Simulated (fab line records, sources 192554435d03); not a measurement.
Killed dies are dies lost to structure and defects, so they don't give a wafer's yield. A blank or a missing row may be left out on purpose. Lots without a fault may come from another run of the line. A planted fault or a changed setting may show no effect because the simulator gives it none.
fab line records | flow n5_finfet | part 2 of 2: steps 5 to 6 of 6
record lots=22 wafers=66 last_day=18
route steps=1938 shown BEOL_M0_SAQP@658
lots that met no fault: from a run of the same line without faults
start_h: hours from the record's first day to the start of the lot's first wafer shown | wait_h: hours since the lot's step before | " the same as in the row above | L1.1+2: a row that stands for several wafers | - no value, or no start given | * or withheld: withheld | < > ~ a bound
route shown NAME@n: a module of which the file shows steps, and the number in the route of the first | usual: mean/standard deviation of fault-free wafers | same: alike in all rows | chamber/n: place in a boat | sites: the reading at each site | _std_site: their standard deviation | _edge_site: outer sites' mean less inner sites' | radius_mm: how far each site lies from the wafer's centre | mask NAME#n: copy n | behind: the tool/chamber that last shaped the wafer | hold: why the lot was held/for how many hours/how that ended | device: the transistor (n, p or np) that didn't switch | end of line: the same wafers' tests at the end of the route | a step without rows: its recipe alone | killed: dies lost to structure and defects at the first sort, not the wafer's yield | map: a wafer's dies, x killed, . not, _ none there
set.NAME: the setting as run; set.NAME@STEP: as run at that earlier step | model.NAME: the simulator's own value behind a step, which no gauge read
steps of the route over a sample of lots; a table a step, a row a wafer
services: from which hour (start_h, from the record's first day; less than 0 if before it) a tool's chamber was out of use, for how many hours, and why
## steps
# step N5_BEOL_M0_SAQP_ETCH_101
# recipe chemistry=CH3F/O2 target=SiNx mask_material=SiO2 target_depth_a=299 time_s=42.7 pressure_mtorr=30 source_w=395 bias_w=73 Ar_flow_sccm=150 CH3F_flow_sccm=30 O2_flow_sccm=20 ion_energy_ev=120
# usual drypump_motor_current_A=5.88/0.29 oes_product_au=0.79/0.068 rf_vpp_V=297/4.9 showerhead_plenum_p_Torr=2.04/0.081 throttle_valve_pct=16.32/0.2
# columns lot.wafer tool chamber start_h wait_h drypump_motor_current_A oes_product_au rf_hours_counter_h rf_vpp_V showerhead_plenum_p_Torr throttle_valve_pct
L074.1 rie_diel-03 1 109.92 0.1 5.90 0.74 169 297 2.09 16.77
L074.3 " 1 " " 5.86 0.73 - 298 2.09 16.76
L074.5 " 2 " " 5.42 0.82 - 295 2.02 16.28
L075.2 rie_diel-05 2 115.63 0.0 6.34 0.77 132 289 2.08 16.62
L075.3 " 1 " " 5.76 0.91 27 292 2.05 16.21
L075.4 " 0 " " 6.06 0.77 146 301 2.09 16.27
L076.1 rie_diel-05 3 117.55 0.0 6.08 0.88 45 304 2.11 16.25
L076.3 " 2 " " 6.33 0.78 133 290 2.08 16.60
L076.5 " 1 " " 5.74 0.91 - 294 2.05 16.21
L077.3 rie_diel-05 3 128.01 0.0 6.08 0.87 48 304 2.11 16.26
L077.4 " 1 " " 5.72 0.91 31 292 2.05 16.23
L077.6 " 3 " " 6.10 0.87 - 303 2.11 16.25
L079.1 rie_diel-04 2 140.27 0.0 6.09 0.80 139 305 2.09 16.01
L079.4 " 2 " " 6.09 0.78 - 305 2.09 16.01
L079.6 " 1 " " 5.66 0.67 - 296 1.97 16.22
L080.1 rie_diel-05 1 150.21 0.0 5.75 0.91 37 295 2.05 16.24
L080.2 " 0 " " 6.08 0.75 156 299 2.09 16.29
L080.3 " 2 " " 6.34 0.77 142 290 2.08 16.63
L082.2 rie_diel-03 3 157.52 0.0 5.79 0.93 13 300 2.05 16.31
L082.4 " 0 " " 5.13 0.98 6 286 2.05 16.08
L082.6 " 1 " " 5.92 0.72 - 299 2.08 16.80
L081.3 rie_diel-04 2 158.59 0.0 6.09 0.78 146 303 2.09 16.02
L081.5 " 0 " " 5.86 0.75 - 299 2.09 16.38
L081.6 " 3 " " 5.53 0.75 - 296 1.84 16.28
L083.1 rie_diel-04 3 164.05 0.0 5.54 0.75 145 296 1.84 16.26
L083.2 " 1 " " 5.70 0.67 246 297 1.97 16.22
L083.6 " 1 " " 5.68 0.67 - 296 1.97 16.23
L084.1 rie_diel-03 1 168.90 0.0 5.93 0.72 191 300 2.08 16.80
L084.2 " 0 " " 5.18 0.95 10 288 2.05 16.09
L084.4 " 2 " " 5.46 0.80 108 294 2.01 16.33
L086.2 rie_diel-04 0 187.87 0.2 5.87 0.75 166 299 2.08 16.38
L086.3 " 3 " " 5.49 0.75 153 297 1.84 16.28
L086.6 " 0 " " 5.88 0.75 - 299 2.08 16.38
L087.1 rie_diel-05 1 190.27 0.0 5.76 0.87 50 294 2.04 16.26
L087.3 " 2 " " 6.33 0.75 156 289 2.07 16.65
L087.5 " 2 " " 6.31 0.76 - 291 2.07 16.64
L088.1 rie_diel-04 0 194.80 0.0 5.86 0.74 169 297 2.08 16.38
L088.2 " 3 " " 5.51 0.74 156 296 1.84 16.29
L088.6 " 2 " " 6.04 0.77 - 305 2.08 16.04
L089.1 rie_diel-04 0 199.42 0.0 5.86 0.74 171 299 2.08 16.38
L089.2 " 3 " " 5.54 0.74 158 294 1.84 16.29
L089.5 " 2 " " 6.09 0.77 - 305 2.08 16.02
L090.3 rie_diel-05 3 206.25 0.1 6.10 0.83 74 303 2.10 16.30
L090.4 " 0 " " 6.10 0.75 - 299 2.08 16.32
L090.5 " 1 " " 5.75 0.86 - 295 2.04 16.28
L091.1 rie_diel-05 0 210.97 0.0 6.10 0.76 175 300 2.08 16.34
L091.3 " 3 " " 6.09 0.83 75 301 2.10 16.31
L091.5 " 3 " " 6.09 0.84 - 303 2.10 16.32
L092.1 rie_diel-05 3 218.44 0.0 6.10 0.82 77 302 2.10 16.31
L092.2 " 0 " " 6.09 0.74 177 298 2.08 16.33
L092.3 " 2 " " 6.30 0.75 160 291 2.07 16.64
L093.2 rie_diel-04 0 230.38 0.0 5.84 0.73 182 299 2.08 16.40
L093.4 " 1 " " 5.66 0.94 5 297 1.96 15.83
L093.6 " 3 " " 5.50 0.73 - 295 1.83 16.31
L094.1 rie_diel-04 0 232.01 0.0 5.87 0.73 182 298 2.08 16.41
L094.5 " 3 " " 5.50 0.73 - 295 1.83 16.30
L094.6 " 2 " " 6.06 0.76 - 306 2.08 16.05
L095.1 rie_diel-03 1 237.03 0.1 5.88 0.70 211 298 2.07 16.84
L095.5 " 3 " " 5.80 0.88 - 301 2.04 16.35
L095.6 " 0 " " 5.17 0.90 - 286 2.04 16.11
L096.3 rie_diel-05 1 242.70 0.0 5.76 0.86 66 294 2.04 16.29
L096.4 " 3 " " 6.07 0.82 84 303 2.10 16.33
L096.5 " 2 " " 6.36 0.76 - 290 2.07 16.67
L097.3 rie_diel-05 3 246.84 0.0 6.05 0.82 86 302 2.10 16.34
L097.5 " 1 " " 5.75 0.85 - 295 2.03 16.30
L097.6 " 2 " " 6.38 0.74 - 290 2.07 16.67
# step N5_BEOL_M0_SAQP_ALD_48
# recipe material=SiO2 target_thk_a=200 temp_c=100 ald_precursor_family=BDEAS ald_co_reactant=O2-plasma pulse_time_s=1 co_reactant_pulse_time_s=1 purge_time_s=2 co_reactant_purge_time_s=2 ald_cycles=139 pressure_torr=2
# usual heater_power_w=78/9.1 precursor_pulse_height_rel=1.001/0.02
# columns lot.wafer tool chamber start_h wait_h heater_power_w precursor_pulse_height_rel
L074.1 ald_sin-02 2 112.55 0.0 84 0.991
L074.3 " 0 " " 80 1.017
L074.5 " 2 " " 83 0.996
L075.2 ald_sin-04 3 118.47 0.0 66 1.021
L075.3 " 2 " " 59 1.029
L075.4 " 1 " " 75 1.009
L076.1 ald_sin-04 3 120.56 0.0 69 0.999
L076.3 " 0 " " 81 1.021
L076.5 " 0 " " 82 0.999
L077.3 ald_sin-03 1 132.08 0.0 94 1.004
L077.4 " 2 " " 79 0.992
L077.6 " 1 " " 92 0.964
L079.1 ald_sin-04 2 142.98 0.3 56 0.998
L079.4 " 3 " " 64 0.980
L079.6 " 2 " " 59 1.053
L080.1 ald_sin-02 2 152.81 0.0 85 1.013
L080.2 " 1 " " 97 1.010
L080.3 " 0 " " 80 1.011
L082.2 ald_sin-03 2 160.09 0.0 77 1.006
L082.4 " 3 " " 74 0.962
L082.6 " 3 " " 72 0.973
L081.3 ald_sin-04 3 161.15 0.0 68 1.028
L081.5 " 0 " " 80 0.966
L081.6 " 3 " " 66 1.033
L083.1 ald_sin-03 1 167.01 0.0 89 0.995
L083.2 " 3 " " 72 0.982
L083.6 " 2 " " 77 0.982
L084.1 ald_sin-04 3 171.34 0.0 67 0.989
L084.2 " 1 " " 73 1.010
L084.4 " 2 " " 58 1.037
L086.2 ald_sin-03 3 190.47 0.0 73 0.990
L086.3 " 0 " " 82 1.023
L086.6 " 0 " " 84 0.986
L087.1 ald_sin-04 1 193.21 0.4 73 0.980
L087.3 " 3 " " 68 0.990
L087.5 " 0 " " 81 1.014
L088.1 ald_sin-03 0 197.38 0.0 85 0.984
L088.2 " 3 " " 71 1.045
L088.6 " 0 " " 81 0.970
L089.1 ald_sin-02 1 202.03 0.0 90 1.015
L089.2 " 2 " " 82 1.034
L089.5 " 0 " " 84 1.016
L090.3 ald_sin-02 0 208.69 0.0 83 0.994
L090.4 " 3 " " 78 0.988
L090.5 " 3 " " 77 0.986
L091.1 ald_sin-03 1 213.56 0.0 89 0.980
L091.3 " 3 " " 74 0.998
L091.5 " 1 " " 94 1.019
L092.1 ald_sin-02 3 220.94 0.0 75 1.032
L092.2 " 0 " " 83 1.009
L092.3 " 1 " " 89 1.027
L093.2 ald_sin-04 1 233.70 0.2 73 0.981
L093.4 " 3 " " 67 0.989
L093.6 " 1 " " 72 1.001
L094.1 ald_sin-04 0 234.70 0.0 82 1.000
L094.5 " 0 " " 83 1.015
L094.6 " 3 " " 68 0.998
L095.1 ald_sin-02 2 240.07 0.6 83 1.017
L095.5 " 2 " " 85 0.967
L095.6 " 3 " " 79 1.015
L096.3 ald_sin-02 0 245.69 0.3 83 1.037
L096.4 " 3 " " 78 0.971
L096.5 " 3 " " 78 1.008
L097.3 ald_sin-03 0 249.34 0.0 83 0.984
L097.5 " 0 " " 84 0.983
L097.6 " 3 " " 77 0.980
## services
# columns tool chamber start_h hours kind
ald_sin-03 - 85.31 14.0 pm
rie_diel-05 0 92.10 4.1 repair
rie_diel-03 0 99.83 13.6 repair
rie_si-06 - 100.29 14.6 pm
rie_si-02 - 101.26 2.8 pm
ald_sin-04 2 105.94 1.3 repair
rie_si-04 1 107.51 2.9 repair
rie_si-02 0 115.86 7.2 repair
rie_diel-05 - 127.03 0.2 repair
ald_sin-02 - 138.45 6.0 pm
rie_si-04 2 152.71 9.3 repair
ald_sin-04 - 159.72 0.6 repair
rie_si-02 2 160.03 7.4 repair
rie_diel-05 1 162.56 1.5 repair
rie_si-04 - 172.28 0.7 repair
ald_sin-02 - 178.42 14.0 pm
rie_diel-04 1 187.05 - clean
rie_diel-04 1 187.05 - consumable_replace:focus_ring
rie_diel-04 1 187.05 25.7 scheduled_down
rie_diel-04 - 193.45 0.5 repair
rie_diel-05 2 195.74 11.3 repair
ald_sin-02 1 239.44 3.6 repair
rie_si-02 - 245.67 5.8 repair
ald_sin-02 3 247.14 2.0 repair
